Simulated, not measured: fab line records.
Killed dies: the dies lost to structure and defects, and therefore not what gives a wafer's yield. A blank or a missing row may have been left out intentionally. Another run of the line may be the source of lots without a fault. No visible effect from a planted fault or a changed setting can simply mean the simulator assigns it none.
Matching of chambers :: flow nandHarc :: 4 sister chambers for NHARC_A_CHANNEL_FILL_D2_ETCHBACK_19 on rieSi-02
The step etches the open film in HBr/Cl2, target depth 5 nm, time 1.7 s. 8 wafers are shown with their chamber, then 7 later ones without.

== WAFERS PAIRED WITH THEIR CHAMBERS ==
wafer: L830.2
chamber: 3
drypumpMotorCurrentA (A): 5.2
heBacksideLeakSccm (sccm): 2.50

wafer: L830.4
chamber: 1
drypumpMotorCurrentA (A): 6.2
heBacksideLeakSccm (sccm): 2.54

wafer: L832.6
chamber: 1
drypumpMotorCurrentA (A): 6.2
heBacksideLeakSccm (sccm): 2.33

wafer: L835.2
chamber: 0
drypumpMotorCurrentA (A): 6.2
heBacksideLeakSccm (sccm): 2.75

wafer: L835.5
chamber: 3
drypumpMotorCurrentA (A): 5.1
heBacksideLeakSccm (sccm): 2.59

wafer: L835.6
chamber: 2
drypumpMotorCurrentA (A): 5.1
heBacksideLeakSccm (sccm): 2.59

wafer: L837.2
chamber: 0
drypumpMotorCurrentA (A): 6.2
heBacksideLeakSccm (sccm): 2.57

wafer: L837.4
chamber: 2
drypumpMotorCurrentA (A): 5.0
heBacksideLeakSccm (sccm): 2.65

== WAFERS MISSING THEIR CHAMBER ==
wafer: L837.5
drypumpMotorCurrentA (A): 6.2
heBacksideLeakSccm (sccm): 2.57

wafer: L845.2
drypumpMotorCurrentA (A): 5.1
heBacksideLeakSccm (sccm): 2.53

wafer: L845.3
drypumpMotorCurrentA (A): 5.0
heBacksideLeakSccm (sccm): 2.65

wafer: L845.5
drypumpMotorCurrentA (A): 5.1
heBacksideLeakSccm (sccm): 2.67

wafer: L847.1
drypumpMotorCurrentA (A): 5.1
heBacksideLeakSccm (sccm): 2.50

wafer: L847.4
drypumpMotorCurrentA (A): 5.0
heBacksideLeakSccm (sccm): 2.56

wafer: L847.6
drypumpMotorCurrentA (A): 5.1
heBacksideLeakSccm (sccm): 2.38

== CHAMBER TAKEN BY EACH ==
wafer: L837.5
from the rows above: can't be placed: 0 or 1
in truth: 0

wafer: L845.2
from the rows above: can't be placed: 3 or 2
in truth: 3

wafer: L845.3
from the rows above: 2
in truth: 2

wafer: L845.5
from the rows above: can't be placed: 2 or 3
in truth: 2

wafer: L847.1
from the rows above: can't be placed: 3 or 2
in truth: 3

wafer: L847.4
from the rows above: can't be placed: 2 or 3
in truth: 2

wafer: L847.6
from the rows above: can't be placed: 3 or 2
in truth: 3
1 of 7 placed correctly. Unplaceable from these rows: 6, with the true chamber sitting among the candidates in 6. Number placed wrongly: 0.
How it was worked out, from the rows above alone: a wafer's distance from a chamber is the root of the sum, over the readings, of the square of ((its reading less the chamber's mean) divided by the reading's scatter). The wafer belongs to the nearest chamber; if the next one is less than 2 further off, it can't be placed. A chamber's mean is the mean of its shown wafers. The scatter is the square root of a quotient: the sum, over the shown wafers, of each reading's squared deviation from its chamber's mean, divided by wafers minus chambers.
